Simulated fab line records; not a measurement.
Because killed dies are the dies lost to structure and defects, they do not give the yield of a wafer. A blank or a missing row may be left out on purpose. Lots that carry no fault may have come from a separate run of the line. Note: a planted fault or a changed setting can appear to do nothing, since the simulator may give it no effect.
fab line records ; flow nand-harc
record: lots: 24; wafers: 72; last-day: 25
route steps=1159 shown P_M2@340 P_BONDPAD@351 A_CHANNEL_FILL_D1@509
lots with no fault: from the same line, run without faults
start-h: the number of hours between the record's first day and the start of the first shown wafer of the lot ; wait-h: hours from the lot's prior step to this one ; " as in the row above ; L1.1+2: a row that stands for several wafers ; - either no value or no given start ; * or withheld: withheld ; < > ~ a bound
route shown NAME@n: a module of which the file shows steps, and the number in the route of the first ; usual: mean/standard deviation taken from wafers without a fault ; same: alike in all rows ; chamber/n: place in a boat ; sites: readings site by site ; _std_site: standard deviation of those values ; _edge_site: inner sites' mean taken away from outer sites' mean ; radius-mm: for every site, how far away it sits from the centre of the wafer ; mask NAME#n: copy n ; behind: the tool/chamber that last shaped the wafer ; hold: cause of the lot's hold/its duration in hours/its outcome ; device: transistor that didn't switch, given as n, p or np ; end of line: the tests these same wafers got at the end of their route ; a step given without rows: its recipe and nothing more ; killed: at the first sort, the dies lost to defects and structure; wafer yield is something else ; map: the dies of a wafer, with x for killed, . for not killed, _ for no die there
set.NAME: the setting that was run; set.NAME@STEP: the one run at that earlier step ; model.NAME: the simulator's own value behind a step, which no gauge read
steps of the route over a sample of lots; a table a step, a row a wafer
services: when a tool's chamber went out of use (start-h, in hours from the record's first day, below 0 if earlier), for how many hours, and the reason
== steps ==
step: NHARC_P_M2_PVD_20
recipe: target-thk-a: 50; bias-v: 168.6; power-w: 15000; chamber-pressure-pa: 0.12; time-s: 8.06; substrate-temp-c: 50; material: TaN
usual: chamber-pressure-pa: 0.11999/0.00025; throttle-valve-pct: 30.7/1.1
lot.wafer;tool;chamber;start-h;wait-h;chamber-pressure-pa;throttle-valve-pct
L074.3;pvd-sputter-02;-;-;-;0.11987;29.9
L074.1;pvd-sputter-02;-;-;-;0.12007;29.0
L074.2;pvd-sputter-02;-;-;-;0.12064;29.5
L075.3;pvd-sputter-01;-;-;-;0.11971;30.0
L075.1;pvd-sputter-01;-;-;-;0.11959;31.8
L075.5;pvd-sputter-01;-;-;-;0.11979;30.1
L077.2;pvd-sputter-01;-;-;-;0.1201;30.0
L077.4;pvd-sputter-01;-;-;-;0.11995;30.7
L077.5;pvd-sputter-01;-;-;-;0.12026;31.6
L076.2;pvd-sputter-03;-;-;-;0.12033;32.9
L076.4;pvd-sputter-03;-;-;-;0.12001;30.9
L076.6;pvd-sputter-03;-;-;-;0.12022;33.0
L078.2;pvd-sputter-03;-;-;-;0.12037;32.9
L078.4;pvd-sputter-03;-;-;-;0.12003;30.9
L078.5;pvd-sputter-03;-;-;-;0.12001;30.0
L081.1;pvd-sputter-03;-;-;-;0.11984;29.9
L081.3;pvd-sputter-03;-;-;-;0.11988;30.7
L081.5;pvd-sputter-03;-;-;-;0.11962;32.9
L080.1;pvd-sputter-03;-;-;-;0.12012;29.9
L080.6;pvd-sputter-03;-;-;-;0.11997;30.0
L080.5;pvd-sputter-03;-;-;-;0.11973;32.8
L079.2;pvd-sputter-01;-;-;-;0.12012;29.7
L079.1;pvd-sputter-01;-;-;-;0.12025;31.2
L079.6;pvd-sputter-01;-;-;-;0.12041;29.4
L082.4;pvd-sputter-01;-;-;-;0.12;31.5
L082.2;pvd-sputter-01;-;-;-;0.12049;31.3
L082.5;pvd-sputter-01;-;-;-;0.11988;31.5
L083.4;pvd-sputter-02;-;-;-;0.12036;28.5
L083.1;pvd-sputter-02;-;-;-;0.11958;29.5
L083.6;pvd-sputter-02;-;-;-;0.11989;29.8
L084.1;pvd-sputter-01;-;-;-;0.11982;31.5
L084.2;pvd-sputter-01;-;-;-;0.1198;31.5
L084.5;pvd-sputter-01;-;-;-;0.12035;31.4
L088.1;pvd-sputter-03;-;-;-;0.12025;30.0
L088.4;pvd-sputter-03;-;-;-;0.11981;29.8
L088.3;pvd-sputter-03;-;-;-;0.12027;30.7
L086.1;pvd-sputter-03;-;-;-;0.11959;29.8
L086.4;pvd-sputter-03;-;-;-;0.12005;30.8
L086.2;pvd-sputter-03;-;-;-;0.12003;29.9
L085.1;pvd-sputter-01;-;-;-;0.11988;31.5
L085.3;pvd-sputter-01;-;-;-;0.11994;29.6
L085.6;pvd-sputter-01;-;-;-;0.11985;31.5
L087.3;pvd-sputter-02;-;-;-;0.11955;29.7
L087.4;pvd-sputter-02;-;-;-;0.11983;29.9
L087.2;pvd-sputter-02;-;-;-;0.12003;28.5
L089.4;pvd-sputter-01;-;-;-;0.12;31.5
L089.2;pvd-sputter-01;-;-;-;0.11966;29.5
L089.5;pvd-sputter-01;-;-;-;0.12035;31.3
L090.4;pvd-sputter-01;-;-;-;0.12018;29.5
L090.2;pvd-sputter-01;-;-;-;0.12021;31.2
L090.5;pvd-sputter-01;-;-;-;0.12003;31.4
L091.1;pvd-sputter-03;-;-;-;0.12037;29.7
L091.4;pvd-sputter-03;-;-;-;0.11999;30.9
L091.5;pvd-sputter-03;-;-;-;0.1197;30.0
L092.1;pvd-sputter-01;-;-;-;0.11946;31.3
L092.3;pvd-sputter-01;-;-;-;0.11967;31.5
L092.5;pvd-sputter-01;-;-;-;0.11952;31.3
L093.3;pvd-sputter-01;-;-;-;0.11999;31.6
L093.4;pvd-sputter-01;-;-;-;0.11998;31.4
L093.1;pvd-sputter-01;-;-;-;0.11974;29.9
L095.2;pvd-sputter-02;-;-;-;0.12011;29.3
L095.4;pvd-sputter-02;-;-;-;0.12011;31.0
L095.6;pvd-sputter-02;-;-;-;0.12021;29.7
L094.2;pvd-sputter-03;-;-;-;0.11968;30.2
L094.1;pvd-sputter-03;-;-;-;0.12009;33.0
L094.5;pvd-sputter-03;-;-;-;0.12016;30.0
L096.2;pvd-sputter-02;-;-;-;0.11986;29.8
L096.1;pvd-sputter-02;-;-;-;0.12032;31.0
L096.3;pvd-sputter-02;-;-;-;0.11972;29.2
L097.4;pvd-sputter-01;-;-;-;0.12031;31.3
L097.2;pvd-sputter-01;-;-;-;0.12021;31.2
L097.6;pvd-sputter-01;-;-;-;0.12043;31.3
step: NHARC_P_BONDPAD_DEP_00
recipe: target-thk-a: 2500; temp-c: 370; target-thk-nm: 250; pressure-torr: 3; flow-sccm: 200; rf-w: 450; material: SiCN
usual: heater-power-w: 582/91; rf-fwd-power-W: 449.1/1.4
lot.wafer;tool;chamber;start-h;wait-h;heater-power-w;rf-fwd-power-W
L074.1;pecvd-01;0;135.28;-;555;448.6
L074.2;pecvd-01;1;135.28;-;698;449.7
L074.3;pecvd-01;2;135.28;-;661;448.4
L075.3;pecvd-03;1;135.83;-;524;450.9
L075.1;pecvd-03;2;135.83;-;509;448.9
L075.5;pecvd-03;1;135.83;-;541;451.1
L077.2;pecvd-03;2;-;-;497;448.3
L077.5;pecvd-03;2;-;-;520;448.8
L077.4;pecvd-03;0;-;-;724;449.6
L076.2;pecvd-01;1;-;-;720;450.2
L076.4;pecvd-01;1;-;-;712;451.0
L076.6;pecvd-01;2;-;-;652;449.5
L078.2;pecvd-03;2;158.00;-;496;449.1
L078.4;pecvd-03;0;158.00;-;727;448.5
L078.5;pecvd-03;1;158.00;-;524;449.8
L081.1;pecvd-04;0;169.13;-;404;448.4
L081.3;pecvd-04;1;169.13;-;529;448.1
L081.5;pecvd-04;2;169.13;-;558;445.5
L080.1;pecvd-04;0;170.21;-;493;449.2
L080.6;pecvd-04;1;170.21;-;614;449.5
L080.5;pecvd-04;0;170.21;-;498;448.3
L079.2;pecvd-01;1;175.40;-;687;450.0
L079.1;pecvd-01;2;175.40;-;680;445.8
L079.6;pecvd-01;1;175.40;-;704;449.2
L082.2;pecvd-04;1;176.11;-;514;447.5
L082.5;pecvd-04;1;176.11;-;545;447.9
L082.4;pecvd-04;0;176.11;-;476;449.0
L083.1;pecvd-04;1;179.22;-;570;450.1
L083.6;pecvd-04;0;179.22;-;457;446.9
L083.4;pecvd-04;1;179.22;-;576;449.6
L084.2;pecvd-04;2;180.02;-;597;448.7
L084.1;pecvd-04;0;180.02;-;405;448.6
L084.5;pecvd-04;0;180.02;-;421;448.5
L088.1;pecvd-03;0;-;-;741;449.3
L088.3;pecvd-03;2;-;-;476;447.9
L088.4;pecvd-03;1;-;-;583;449.8
L086.2;pecvd-03;1;-;-;561;451.2
L086.1;pecvd-03;2;-;-;552;447.2
L086.4;pecvd-03;0;-;-;661;448.4
L085.3;pecvd-03;1;207.65;-;543;448.8
L085.1;pecvd-03;0;207.65;-;681;448.6
L085.6;pecvd-03;0;207.65;-;675;447.2
L087.2;pecvd-03;1;209.45;-;485;449.2
L087.3;pecvd-03;0;209.45;-;749;451.4
L087.4;pecvd-03;2;209.45;-;579;448.2
L089.2;pecvd-04;0;219.14;-;447;448.9
L089.5;pecvd-04;1;219.14;-;633;450.2
L089.4;pecvd-04;2;219.14;-;541;449.5
L090.2;pecvd-01;2;226.31;-;620;450.3
L090.4;pecvd-01;2;226.31;-;635;448.4
L090.5;pecvd-01;0;226.31;-;482;449.6
L091.1;pecvd-01;2;228.68;-;600;449.5
L091.5;pecvd-01;0;228.68;-;470;449.3
L091.4;pecvd-01;2;228.68;-;624;446.8
L092.1;pecvd-01;1;237.12;-;615;450.3
L092.3;pecvd-01;2;237.12;-;590;447.2
L092.5;pecvd-01;1;237.12;-;627;449.3
L093.1;pecvd-03;2;238.04;-;552;448.0
L093.3;pecvd-03;0;238.04;-;702;449.5
L093.4;pecvd-03;1;238.04;-;518;451.6
L095.2;pecvd-03;1;-;-;498;449.5
L095.4;pecvd-03;2;-;-;517;446.4
L095.6;pecvd-03;0;-;-;661;449.1
L094.2;pecvd-04;0;-;-;406;449.2
L094.1;pecvd-04;1;-;-;648;447.3
L094.5;pecvd-04;1;-;-;655;447.6
L096.1;pecvd-03;1;262.44;-;543;449.5
L096.3;pecvd-03;2;262.44;-;539;447.9
L096.2;pecvd-03;0;262.44;-;672;451.8
L097.2;pecvd-01;2;269.28;-;638;449.8
L097.6;pecvd-01;2;269.28;-;638;448.4
L097.4;pecvd-01;1;269.28;-;706;448.1
step: NHARC_P_BONDPAD_CD_MEAS_09
recipe: target-cd-nm: 500; landing-energy-ev: 500
usual: cd-nm: 500.4/1.8
lot.wafer;tool;chamber;start-h;wait-h;cd-nm
L074.1;cd-sem-01;0;136.51;-;501.3
L074.2;cd-sem-01;0;136.51;-;497.7
L074.3;cd-sem-01;0;136.51;-;498.3
L075.1;cd-sem-03;0;136.93;-;497.9
L075.3;cd-sem-03;0;136.93;-;501.2
L075.5;cd-sem-03;0;136.93;-;498.5
L077.2;cd-sem-01;0;147.28;-;506.3
L077.4;cd-sem-01;0;147.28;-;502.5
L077.5;cd-sem-01;0;147.28;-;504.0
L076.2;cd-sem-02;0;147.65;-;499.4
L076.4;cd-sem-02;0;147.65;-;500.4
L076.6;cd-sem-02;0;147.65;-;502.6
L078.2;cd-sem-01;0;159.10;-;501.6
L078.4;cd-sem-01;0;159.10;-;500.4
L078.5;cd-sem-01;0;159.10;-;501.4
L081.1;cd-sem-03;0;170.30;-;497.4
L081.3;cd-sem-03;0;170.30;-;501.0
L081.5;cd-sem-03;0;170.30;-;502.7
L080.1;cd-sem-02;0;171.21;-;498.7
L080.5;cd-sem-02;0;171.21;-;503.4
L080.6;cd-sem-02;0;171.21;-;498.3
L079.1;cd-sem-02;0;176.58;-;500.9
L079.2;cd-sem-02;0;176.58;-;499.2
L079.6;cd-sem-02;0;176.58;-;500.0
L082.2;cd-sem-03;0;177.33;-;499.8
L082.4;cd-sem-03;0;177.33;-;500.1
L082.5;cd-sem-03;0;177.33;-;503.3
L083.1;cd-sem-03;0;180.28;-;501.6
L083.4;cd-sem-03;0;180.28;-;499.4
L083.6;cd-sem-03;0;180.28;-;501.3
L084.1;cd-sem-01;0;181.20;-;498.6
L084.2;cd-sem-01;0;181.20;-;497.7
L084.5;cd-sem-01;0;181.20;-;499.6
L088.1;cd-sem-02;0;202.95;-;500.5
L088.3;cd-sem-02;0;202.95;-;500.3
L088.4;cd-sem-02;0;202.95;-;503.5
L086.1;cd-sem-03;0;204.79;-;500.0
L086.2;cd-sem-03;0;204.79;-;501.6
L086.4;cd-sem-03;0;204.79;-;500.3
L085.1;cd-sem-01;0;208.75;-;499.8
L085.3;cd-sem-01;0;208.75;-;499.2
L085.6;cd-sem-01;0;208.75;-;496.3
L087.2;cd-sem-03;0;210.67;-;500.4
L087.3;cd-sem-03;0;210.67;-;497.8
L087.4;cd-sem-03;0;210.67;-;499.5
L089.2;cd-sem-02;0;220.37;-;502.3
L089.4;cd-sem-02;0;220.37;-;502.0
L089.5;cd-sem-02;0;220.37;-;501.9
L090.2;cd-sem-03;0;227.54;-;501.8
L090.4;cd-sem-03;0;227.54;-;504.3
L090.5;cd-sem-03;0;227.54;-;499.9
L091.1;cd-sem-02;0;229.81;-;500.4
L091.4;cd-sem-02;0;229.81;-;496.8
L091.5;cd-sem-02;0;229.81;-;498.9
L092.1;cd-sem-01;0;238.30;-;498.7
L092.3;cd-sem-01;0;238.30;-;498.1
L092.5;cd-sem-01;0;238.30;-;500.1
L093.1;cd-sem-03;0;239.14;-;499.3
L093.3;cd-sem-03;0;239.14;-;500.9
L093.4;cd-sem-03;0;239.14;-;500.0
L095.2;cd-sem-03;0;248.98;-;501.5
L095.4;cd-sem-03;0;248.98;-;499.6
L095.6;cd-sem-03;0;248.98;-;501.0
L094.1;cd-sem-03;0;250.49;-;501.6
L094.2;cd-sem-03;0;250.49;-;498.7
L094.5;cd-sem-03;0;250.49;-;500.0
L096.1;cd-sem-02;0;263.54;-;500.1
L096.2;cd-sem-02;0;263.54;-;500.7
L096.3;cd-sem-02;0;263.54;-;499.0
L097.2;cd-sem-03;0;270.41;-;503.6
L097.4;cd-sem-03;0;270.41;-;502.8
L097.6;cd-sem-03;0;270.41;-;501.7
step: NHARC_P_BONDPAD_PRE_CLEAN_26
recipe: time-s: 30; temp-c: 280; gas: H2/He
usual: heater-power-w: 408/43
lot.wafer;tool;chamber;start-h;wait-h;heater-power-w
L074.3;pvd-sputter-01;-;-;-;390
L074.1;pvd-sputter-01;-;-;-;413
L074.2;pvd-sputter-01;-;-;-;469
L075.3;pvd-sputter-03;-;-;-;383
L075.1;pvd-sputter-03;-;-;-;355
L075.5;pvd-sputter-03;-;-;-;382
L077.2;pvd-sputter-02;-;-;-;412
L077.4;pvd-sputter-02;-;-;-;522
L077.5;pvd-sputter-02;-;-;-;534
L076.2;pvd-sputter-03;-;-;-;382
L076.4;pvd-sputter-03;-;-;-;349
L076.6;pvd-sputter-03;-;-;-;386
L078.2;pvd-sputter-02;-;-;-;404
L078.4;pvd-sputter-02;-;-;-;528
L078.5;pvd-sputter-02;-;-;-;411
L081.1;pvd-sputter-03;-;-;-;416
L081.3;pvd-sputter-03;-;-;-;347
L081.5;pvd-sputter-03;-;-;-;418
L080.1;pvd-sputter-03;-;-;-;425
L080.6;pvd-sputter-03;-;-;-;395
L080.5;pvd-sputter-03;-;-;-;375
L079.2;pvd-sputter-03;-;-;-;353
L079.1;pvd-sputter-03;-;-;-;375
L079.6;pvd-sputter-03;-;-;-;364
L082.4;pvd-sputter-02;-;-;-;538
L082.2;pvd-sputter-02;-;-;-;414
L082.5;pvd-sputter-02;-;-;-;413
L083.4;pvd-sputter-02;-;-;-;392
L083.1;pvd-sputter-02;-;-;-;413
L083.6;pvd-sputter-02;-;-;-;390
L084.2;pvd-sputter-01;-;-;-;467
L084.1;pvd-sputter-01;-;-;-;405
L084.5;pvd-sputter-01;-;-;-;461
L088.1;pvd-sputter-03;-;-;-;354
L088.3;pvd-sputter-03;-;-;-;383
L088.4;pvd-sputter-03;-;-;-;380
L086.4;pvd-sputter-01;-;-;-;421
L086.1;pvd-sputter-01;-;-;-;406
L086.2;pvd-sputter-01;-;-;-;461
L085.1;pvd-sputter-01;-;-;-;469
L085.3;pvd-sputter-01;-;-;-;432
L085.6;pvd-sputter-01;-;-;-;463
L087.3;pvd-sputter-03;-;-;-;352
L087.2;pvd-sputter-03;-;-;-;385
L087.4;pvd-sputter-03;-;-;-;418
L089.2;pvd-sputter-01;-;-;-;416
L089.4;pvd-sputter-01;-;-;-;431
L089.5;pvd-sputter-01;-;-;-;415
L090.2;pvd-sputter-03;-;-;-;356
L090.4;pvd-sputter-03;-;-;-;371
L090.5;pvd-sputter-03;-;-;-;418
L091.1;pvd-sputter-02;-;-;-;384
L091.4;pvd-sputter-02;-;-;-;390
L091.5;pvd-sputter-02;-;-;-;514
L092.3;pvd-sputter-03;-;-;-;371
L092.1;pvd-sputter-03;-;-;-;380
L092.5;pvd-sputter-03;-;-;-;422
L093.4;pvd-sputter-02;-;-;-;403
L093.1;pvd-sputter-02;-;-;-;412
L093.3;pvd-sputter-02;-;-;-;515
L095.4;pvd-sputter-03;-;-;-;383
L095.2;pvd-sputter-03;-;-;-;354
L095.6;pvd-sputter-03;-;-;-;378
L094.1;pvd-sputter-01;-;-;-;399
L094.2;pvd-sputter-01;-;-;-;427
L094.5;pvd-sputter-01;-;-;-;466
L096.3;pvd-sputter-02;-;-;-;521
L096.1;pvd-sputter-02;-;-;-;414
L096.2;pvd-sputter-02;-;-;-;386
L097.2;pvd-sputter-03;-;-;-;350
L097.4;pvd-sputter-03;-;-;-;377
L097.6;pvd-sputter-03;-;-;-;424
step: NHARC_P_BONDPAD_PVD_27
recipe: target-thk-a: 300; chamber-pressure-pa: 5; power-w: 5000; substrate-temp-c: 30; time-s: 20.49; material: Cu
usual: chamber-pressure-pa: 5.002/0.01; throttle-valve-pct: 30.7/1.1
lot.wafer;tool;chamber;start-h;wait-h;chamber-pressure-pa;throttle-valve-pct
L074.2;pvd-sputter-01;-;-;-;5.007;31.8
L074.3;pvd-sputter-01;-;-;-;4.984;31.7
L074.1;pvd-sputter-01;-;-;-;5.003;30.2
L075.1;pvd-sputter-03;-;-;-;4.995;33.3
L075.3;pvd-sputter-03;-;-;-;5.002;30.1
L075.5;pvd-sputter-03;-;-;-;5.002;32.7
L077.2;pvd-sputter-02;-;-;-;4.999;30.1
L077.4;pvd-sputter-02;-;-;-;5.003;28.5
L077.5;pvd-sputter-02;-;-;-;5.009;29.7
L076.2;pvd-sputter-03;-;-;-;4.999;30.2
L076.4;pvd-sputter-03;-;-;-;5.014;30.1
L076.6;pvd-sputter-03;-;-;-;4.989;30.2
L078.2;pvd-sputter-02;-;-;-;5.020;29.8
L078.4;pvd-sputter-02;-;-;-;5.011;28.6
L078.5;pvd-sputter-02;-;-;-;5.004;31.6
L081.3;pvd-sputter-03;-;-;-;5.001;32.7
L081.1;pvd-sputter-03;-;-;-;5.002;29.9
L081.5;pvd-sputter-03;-;-;-;4.995;30.6
L080.1;pvd-sputter-03;-;-;-;5.009;30.0
L080.5;pvd-sputter-03;-;-;-;5.011;29.9
L080.6;pvd-sputter-03;-;-;-;5.004;29.8
L079.2;pvd-sputter-03;-;-;-;4.992;32.6
L079.1;pvd-sputter-03;-;-;-;5.004;30.0
L079.6;pvd-sputter-03;-;-;-;4.999;32.9
L082.2;pvd-sputter-02;-;-;-;4.982;29.6
L082.4;pvd-sputter-02;-;-;-;5.000;28.7
L082.5;pvd-sputter-02;-;-;-;5.014;28.6
L083.4;pvd-sputter-02;-;-;-;5.004;31.9
L083.1;pvd-sputter-02;-;-;-;4.981;29.8
L083.6;pvd-sputter-02;-;-;-;5.025;29.6
L084.2;pvd-sputter-01;-;-;-;5.015;31.5
L084.1;pvd-sputter-01;-;-;-;5.015;29.5
L084.5;pvd-sputter-01;-;-;-;5.007;31.4
L088.1;pvd-sputter-03;-;-;-;5.012;29.9
L088.3;pvd-sputter-03;-;-;-;4.980;33.0
L088.4;pvd-sputter-03;-;-;-;4.991;30.8
L086.4;pvd-sputter-01;-;-;-;4.992;29.7
L086.2;pvd-sputter-01;-;-;-;4.997;31.3
L086.1;pvd-sputter-01;-;-;-;4.990;31.5
L085.3;pvd-sputter-01;-;-;-;5.003;29.5
L085.1;pvd-sputter-01;-;-;-;5.005;31.4
L085.6;pvd-sputter-01;-;-;-;4.999;29.6
L087.2;pvd-sputter-03;-;-;-;4.999;30.0
L087.4;pvd-sputter-03;-;-;-;5.012;32.8
L087.3;pvd-sputter-03;-;-;-;5.014;30.7
L089.2;pvd-sputter-01;-;-;-;5.006;31.8
L089.4;pvd-sputter-01;-;-;-;5.015;30.9
L089.5;pvd-sputter-01;-;-;-;5.016;31.4
L090.4;pvd-sputter-03;-;-;-;5.007;30.0
L090.2;pvd-sputter-03;-;-;-;5.027;30.1
L090.5;pvd-sputter-03;-;-;-;4.996;29.9
L091.1;pvd-sputter-02;-;-;-;5.010;29.4
L091.4;pvd-sputter-02;-;-;-;4.996;30.1
L091.5;pvd-sputter-02;-;-;-;4.994;31.0
L092.3;pvd-sputter-03;-;-;-;5.008;30.3
L092.1;pvd-sputter-03;-;-;-;4.995;30.0
L092.5;pvd-sputter-03;-;-;-;5.018;30.2
L093.4;pvd-sputter-02;-;-;-;5.006;30.8
L093.1;pvd-sputter-02;-;-;-;4.992;30.6
L093.3;pvd-sputter-02;-;-;-;4.993;29.8
L095.2;pvd-sputter-03;-;-;-;4.997;30.5
L095.4;pvd-sputter-03;-;-;-;5.013;30.2
L095.6;pvd-sputter-03;-;-;-;5.010;30.2
L094.2;pvd-sputter-01;-;-;-;4.993;31.6
L094.1;pvd-sputter-01;-;-;-;5.001;29.6
L094.5;pvd-sputter-01;-;-;-;5.001;29.6
L096.1;pvd-sputter-02;-;-;-;4.997;30.5
L096.3;pvd-sputter-02;-;-;-;4.989;29.8
L096.2;pvd-sputter-02;-;-;-;4.988;30.8
L097.2;pvd-sputter-03;-;-;-;4.998;30.9
L097.4;pvd-sputter-03;-;-;-;4.996;30.2
L097.6;pvd-sputter-03;-;-;-;4.998;32.7
step: NHARC_A_CHANNEL_FILL_D1_STRIP_29
recipe: time-s: 20; o2-flow-sccm: 500; ar-flow-sccm: 0; bias-w: 0; chemistry: O2
usual: drypump-motor-current-A: 5.9/0.56; mfc-ar-sccm: 0.005/0.0082; oes-product-au: 0.998/0.0087; rf-vpp-V: 57.8/0.88; showerhead-plenum-p-Torr: 3.55/0.15; throttle-valve-pct: 17.037/0.0096
lot.wafer;tool;chamber;start-h;wait-h;drypump-motor-current-A;mfc-ar-sccm;oes-product-au;rf-hours-counter-h;rf-vpp-V;showerhead-plenum-p-Torr;throttle-valve-pct
L075.1;rie-diel-02;1;-;-;5.7;0;1.004;2;59.7;3.77;17.046
L075.3;rie-diel-02;2;-;-;6.1;0;0.986;3;57.3;3.48;17.030
L075.5;rie-diel-02;3;-;-;6.4;0.010;0.999;-;58.8;3.32;17.040
L074.2;rie-diel-01;3;-;-;5.2;0.014;0.998;2;57.6;3.57;17.039
L074.1;rie-diel-01;1;-;-;5.7;0.028;1.001;2;59.1;3.72;17.046
L074.3;rie-diel-01;2;-;-;5.4;0;0.995;2;58.7;3.54;17.031
L077.2;rie-diel-02;1;-;-;5.7;0;0.990;2;58.6;3.77;17.038
L077.4;rie-diel-02;3;-;-;6.4;0.010;1.005;3;57.6;3.32;17.033
L077.5;rie-diel-02;0;-;-;6.8;0;0.986;-;58.1;3.41;17.049
L076.4;rie-diel-01;0;-;-;4.9;0;0.994;3;58.9;3.77;17.036
L076.2;rie-diel-01;1;-;-;5.7;0.028;0.989;3;58.2;3.72;17.030
L076.6;rie-diel-01;2;-;-;5.4;0;0.999;-;58.5;3.54;17.043
L078.4;rie-diel-02;2;-;-;6.1;0;1.005;4;58.2;3.48;17.044
L078.2;rie-diel-02;1;-;-;5.6;0;0.996;3;58.5;3.77;17.042
L078.5;rie-diel-02;3;-;-;6.4;0.010;1.008;-;57.3;3.32;17.044
L080.1;rie-diel-02;3;-;-;6.4;0.010;0.999;4;58.6;3.32;17.026
L080.6;rie-diel-02;3;-;-;6.4;0.010;0.998;-;55.9;3.32;17.054
L080.5;rie-diel-02;0;-;-;6.8;0;0.998;-;58.4;3.41;17.021
L081.1;rie-diel-11;2;-;-;5.3;0;0.996;12;58.5;3.67;17.025
L081.3;rie-diel-11;1;-;-;6.6;0.007;0.988;12;58.5;3.56;17.043
L081.5;rie-diel-11;2;-;-;5.3;0;1.004;-;57.9;3.67;17.050
L082.2;rie-diel-02;2;-;-;6.1;0;0.994;4;57.6;3.48;17.032
L082.4;rie-diel-02;3;-;-;6.4;0.010;0.999;4;57.9;3.32;17.030
L082.5;rie-diel-02;0;-;-;6.8;0;0.998;-;55.9;3.41;17.036
L084.1;rie-diel-11;1;-;-;6.6;0.007;0.986;12;58.5;3.56;17.030
L084.2;rie-diel-11;2;-;-;5.3;0;0.991;12;57.4;3.67;17.033
L084.5;rie-diel-11;1;-;-;6.6;0.007;0.977;-;57.8;3.56;17.039
L079.2;rie-diel-02;1;275.85;0.1;5.7;0;0.991;3;58.4;3.77;17.032
L079.1;rie-diel-02;3;275.85;0.1;6.3;0.010;1.001;4;57.4;3.32;17.035
L079.6;rie-diel-02;0;275.85;0.1;6.8;0;0.998;-;58.4;3.41;17.050
L083.4;rie-diel-01;2;-;-;5.4;0;1.004;3;57.7;3.54;17.027
L083.1;rie-diel-01;0;-;-;4.9;0;0.980;3;58.0;3.77;17.033
L083.6;rie-diel-01;2;-;-;5.4;0;0.990;-;57.9;3.54;17.031
L088.3;rie-diel-02;2;-;-;6.1;0;0.995;5;57.4;3.48;17.039
L088.1;rie-diel-02;3;-;-;6.4;0.010;0.989;5;56.3;3.32;17.043
L088.4;rie-diel-02;1;-;-;5.7;0;0.988;4;58.9;3.77;17.034
L086.2;rie-diel-01;2;-;-;5.4;0;1.000;3;58.7;3.54;17.028
L086.4;rie-diel-01;3;-;-;5.2;0.014;1.002;4;57.7;3.56;17.064
L086.1;rie-diel-01;1;-;-;5.7;0.028;1.004;3;59.2;3.71;17.030
L085.1;rie-diel-11;3;-;-;6.0;0;1.001;23;57.5;3.45;17.028
L085.3;rie-diel-11;1;-;-;6.6;0.007;0.977;22;58.8;3.55;17.035
L085.6;rie-diel-11;0;-;-;6.0;0;0.989;-;56.7;3.53;17.027
L087.2;rie-diel-01;2;-;-;5.4;0;1.002;3;58.0;3.54;17.033
L087.4;rie-diel-01;3;-;-;5.3;0.014;0.994;4;57.9;3.56;17.011
L087.3;rie-diel-01;0;-;-;4.9;0;0.989;4;58.3;3.77;17.034
L089.4;rie-diel-02;1;-;-;5.7;0;0.994;5;57.6;3.77;17.052
L089.2;rie-diel-02;3;-;-;6.3;0.010;0.986;6;56.7;3.32;17.030
L089.5;rie-diel-02;2;-;-;6.1;0;0.979;-;57.3;3.48;17.024
L090.4;rie-diel-02;2;-;-;6.1;0;0.994;6;56.9;3.48;17.046
L090.2;rie-diel-02;1;-;-;5.7;0;0.994;5;58.3;3.77;17.043
L090.5;rie-diel-02;3;-;-;6.4;0.010;0.984;-;58.1;3.32;17.034
L091.4;rie-diel-11;2;-;-;5.3;0;1.003;25;57.7;3.66;17.029
L091.1;rie-diel-11;3;-;-;6.0;0;1.010;26;58.4;3.45;17.061
L091.5;rie-diel-11;2;-;-;5.4;0;1.010;-;58.2;3.66;17.046
L092.1;rie-diel-01;1;-;-;5.7;0.028;1.006;0;58.8;3.71;17.042
L092.3;rie-diel-01;0;-;-;4.9;0;1.008;0;57.3;3.77;17.041
L092.5;rie-diel-01;2;-;-;5.4;0;0.987;-;57.4;3.54;17.035
L093.3;rie-diel-01;0;-;-;4.9;0;1.011;0;59.7;3.77;17.052
L093.1;rie-diel-01;1;-;-;5.7;0.028;1.002;0;58.6;3.71;17.027
L093.4;rie-diel-01;2;-;-;5.4;0;1.005;0;58.8;3.54;17.033
L095.2;rie-diel-11;0;-;-;6.0;0;1.001;30;57.4;3.52;17.026
L095.4;rie-diel-11;1;-;-;6.6;0.007;0.989;29;57.7;3.55;17.026
L095.6;rie-diel-11;3;-;-;6.0;0;1.008;-;56.6;3.45;17.043
L094.2;rie-diel-02;0;-;-;6.8;0;1.003;0;58.3;3.41;17.034
L094.1;rie-diel-02;2;-;-;6.1;0;1.011;0;58.4;3.48;17.041
L094.5;rie-diel-02;0;-;-;6.8;0;0.998;-;58.2;3.41;17.047
L096.1;rie-diel-02;2;-;-;6.1;0;0.993;1;56.1;3.48;17.051
L096.3;rie-diel-02;3;-;-;6.4;0.010;1.011;1;56.3;3.32;17.026
L096.2;rie-diel-02;1;-;-;5.7;0;1.006;1;59.4;3.77;17.037
L097.2;rie-diel-01;1;-;-;5.7;0.028;1.002;1;58.1;3.71;17.036
L097.4;rie-diel-01;3;-;-;5.3;0.014;0.993;1;56.5;3.56;17.024
L097.6;rie-diel-01;2;-;-;5.4;0;0.989;-;59.1;3.54;17.041
== services ==
tool;chamber;start-h;hours;kind
pecvd-03;-;111.00;13.0;pm
pvd-sputter-02;-;124.20;8.7;repair
rie-diel-02;2;141.02;13.8;repair
rie-diel-02;-;149.82;0.2;repair
rie-diel-02;-;150.83;9.0;pm
pvd-sputter-01;-;158.00;10.0;pm
rie-diel-02;1;189.21;16.7;repair
pvd-sputter-02;-;214.00;10.0;pm
rie-diel-02;1;214.05;1.4;repair
pvd-sputter-01;-;214.43;1.0;repair
pvd-sputter-03;-;220.80;4.7;repair
rie-diel-02;-;240.92;0.3;repair
rie-diel-02;2;269.28;10.3;repair
pvd-sputter-01;-;270.11;4.0;repair
pvd-sputter-03;-;272.38;0.9;repair
pvd-sputter-03;-;280.09;10.0;pm
pecvd-03;-;292.00;13.0;pm
rie-diel-02;-;327.85;9.0;pm
pvd-sputter-01;-;336.00;10.0;pm
pecvd-03;-;340.29;0.4;repair
pvd-sputter-03;-;340.43;4.1;repair
rie-diel-02;3;359.63;2.6;repair
pvd-sputter-03;-;367.29;2.5;repair
pvd-sputter-03;-;370.72;6.3;repair
== key ==
fault none
